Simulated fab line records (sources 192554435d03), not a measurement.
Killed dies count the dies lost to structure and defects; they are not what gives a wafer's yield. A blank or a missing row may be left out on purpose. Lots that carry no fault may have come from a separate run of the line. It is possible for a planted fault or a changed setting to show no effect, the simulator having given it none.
Split-lot experiment :: flow n5 finfet :: 7 lots, 21 wafers read, on a route of 1938 steps

## ON THE SPLIT
At N5_BEOL_M7_PECVD_70 (deposits SiO2 from TEOS/O2, target thk 20 nm, time 22.7 s), the setting temp c was moved away from the recipe's 400 C on 5 of the 21 wafers read, by -4.4% to +3.2%. For the rest of the wafers, this setting stayed at what the recipe calls for.

The split's own step is where the reading is taken.

## THE READING
SiO2_of_BEOL_M7_PECVD_70.thk nm (the simulator's own value, which no gauge read), in nm, at N5_BEOL_M7_PECVD_70 (deposits SiO2 from TEOS/O2, target thk 20 nm, time 22.7 s). There is no usual value for it anywhere in the file. Average 20.1 nm, standard deviation 0.25 nm, over the 16 wafers here run with the recipe.

wafer: L078.2
tool, chamber at the split: pecvd-04, 1
temp c as run, C: 400
against the recipe: recipe
SiO2_of_BEOL_M7_PECVD_70.thk nm, nm: 20.2
against lot-mates on the recipe: -

wafer: L078.6
tool, chamber at the split: pecvd-04, 1
temp c as run, C: 400
against the recipe: recipe
SiO2_of_BEOL_M7_PECVD_70.thk nm, nm: 20.2
against lot-mates on the recipe: -

wafer: L078.5
tool, chamber at the split: pecvd-04, 0
temp c as run, C: 400
against the recipe: recipe
SiO2_of_BEOL_M7_PECVD_70.thk nm, nm: 20
against lot-mates on the recipe: -

wafer: L081.1
tool, chamber at the split: pecvd-01, 1
temp c as run, C: 400
against the recipe: recipe
SiO2_of_BEOL_M7_PECVD_70.thk nm, nm: 20
against lot-mates on the recipe: -

wafer: L081.3
tool, chamber at the split: pecvd-01, 0
temp c as run, C: 382.3
against the recipe: -4.4%
SiO2_of_BEOL_M7_PECVD_70.thk nm, nm: 22.2
against lot-mates on the recipe: +2.0

wafer: L081.4
tool, chamber at the split: pecvd-01, 0
temp c as run, C: 400
against the recipe: recipe
SiO2_of_BEOL_M7_PECVD_70.thk nm, nm: 20.4
against lot-mates on the recipe: -

wafer: L080.2
tool, chamber at the split: pecvd-01, 0
temp c as run, C: 400
against the recipe: recipe
SiO2_of_BEOL_M7_PECVD_70.thk nm, nm: 19.8
against lot-mates on the recipe: -

wafer: L080.4
tool, chamber at the split: pecvd-01, 0,1
temp c as run, C: 412.9
against the recipe: +3.2%
SiO2_of_BEOL_M7_PECVD_70.thk nm, nm: 18.4
against lot-mates on the recipe: -1.4

wafer: L080.5
tool, chamber at the split: pecvd-01, 0,1
temp c as run, C: 412.9
against the recipe: +3.2%
SiO2_of_BEOL_M7_PECVD_70.thk nm, nm: 18.4
against lot-mates on the recipe: -1.4

wafer: L082.1
tool, chamber at the split: pecvd-01, 1,2
temp c as run, C: 400
against the recipe: recipe
SiO2_of_BEOL_M7_PECVD_70.thk nm, nm: 19.8
against lot-mates on the recipe: -

wafer: L082.3
tool, chamber at the split: pecvd-01, 1,2
temp c as run, C: 400
against the recipe: recipe
SiO2_of_BEOL_M7_PECVD_70.thk nm, nm: 19.8
against lot-mates on the recipe: -

wafer: L082.4
tool, chamber at the split: pecvd-01, 2
temp c as run, C: 400
against the recipe: recipe
SiO2_of_BEOL_M7_PECVD_70.thk nm, nm: 20
against lot-mates on the recipe: -

wafer: L084.1
tool, chamber at the split: pecvd-01, 1
temp c as run, C: 400
against the recipe: recipe
SiO2_of_BEOL_M7_PECVD_70.thk nm, nm: 20.2
against lot-mates on the recipe: -

wafer: L084.2
tool, chamber at the split: pecvd-01, 2
temp c as run, C: 400
against the recipe: recipe
SiO2_of_BEOL_M7_PECVD_70.thk nm, nm: 19.8
against lot-mates on the recipe: -

wafer: L084.5
tool, chamber at the split: pecvd-01, 1
temp c as run, C: 400
against the recipe: recipe
SiO2_of_BEOL_M7_PECVD_70.thk nm, nm: 20.4
against lot-mates on the recipe: -

wafer: L093.3
tool, chamber at the split: pecvd-01, 1
temp c as run, C: 394.3
against the recipe: -1.4%
SiO2_of_BEOL_M7_PECVD_70.thk nm, nm: 20.8
against lot-mates on the recipe: +0.4

wafer: L093.4
tool, chamber at the split: pecvd-01, 1
temp c as run, C: 400
against the recipe: recipe
SiO2_of_BEOL_M7_PECVD_70.thk nm, nm: 20.4
against lot-mates on the recipe: -

wafer: L093.5
tool, chamber at the split: pecvd-01, 2
temp c as run, C: 394.3
against the recipe: -1.4%
SiO2_of_BEOL_M7_PECVD_70.thk nm, nm: 21
against lot-mates on the recipe: +0.6

wafer: L094.2
tool, chamber at the split: pecvd-01, 2
temp c as run, C: 400
against the recipe: recipe
SiO2_of_BEOL_M7_PECVD_70.thk nm, nm: 19.6
against lot-mates on the recipe: -

wafer: L094.3
tool, chamber at the split: pecvd-01, 1
temp c as run, C: 400
against the recipe: recipe
SiO2_of_BEOL_M7_PECVD_70.thk nm, nm: 20
against lot-mates on the recipe: -

wafer: L094.4
tool, chamber at the split: pecvd-01, 0
temp c as run, C: 400
against the recipe: recipe
SiO2_of_BEOL_M7_PECVD_70.thk nm, nm: 20.4
against lot-mates on the recipe: -
When a row names more than one chamber, that row covers several wafers, and the file does not tell which wafer ran in which chamber.

THE FIT
A straight line over all 21 wafers: SiO2_of_BEOL_M7_PECVD_70.thk nm changes by -0.508 nm for each +1% of temp c; r = -0.96; the points scatter about the line by 0.24 nm.
The same after taking each lot's own level away (the mean of its wafers on the recipe; 21 wafers): -0.435 nm for each +1%; r = -0.96; scatter 0.19 nm.
That fit puts the effect of the largest move of temp c on the reading at 1.9 nm.
The lots' own levels span 19.80 to 20.40 nm, that is 2.4 times the standard deviation above.
In other words, the slope is changed by the lot-to-lot level; the two fits disagree.
Check: +1.84 nm against its lot-mates is what the line predicts for one of the wafers moved furthest among these (-4.4%) when that wafer is left out of the fit. It came out at +2 nm against them.

## OTHER SPLITS ON THESE WAFERS
Before the reading, these wafers also passed through other splits. Each is held against what the fit with the lots' levels taken away leaves over:
other split on the same wafers: N5_BEOL_M5_ETCH_72 bias w
wafers away from the commonest value: 8
r with SiO2_of_BEOL_M7_PECVD_70.thk nm (lot level and that fit taken away): +0.12

other split on the same wafers: N5_BEOL_M6_EXPOSE_08 dose mj
wafers away from the commonest value: 9
r with SiO2_of_BEOL_M7_PECVD_70.thk nm (lot level and that fit taken away): +0.06

other split on the same wafers: N5_BEOL_M6_ETCH_62 time s
wafers away from the commonest value: 4
r with SiO2_of_BEOL_M7_PECVD_70.thk nm (lot level and that fit taken away): +0.30

## THE FILE'S OWN FIT
SiO2_of_BEOL_M7_PECVD_70.thk nm changes by -0.44 nm for each +1% of temp c, r = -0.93.
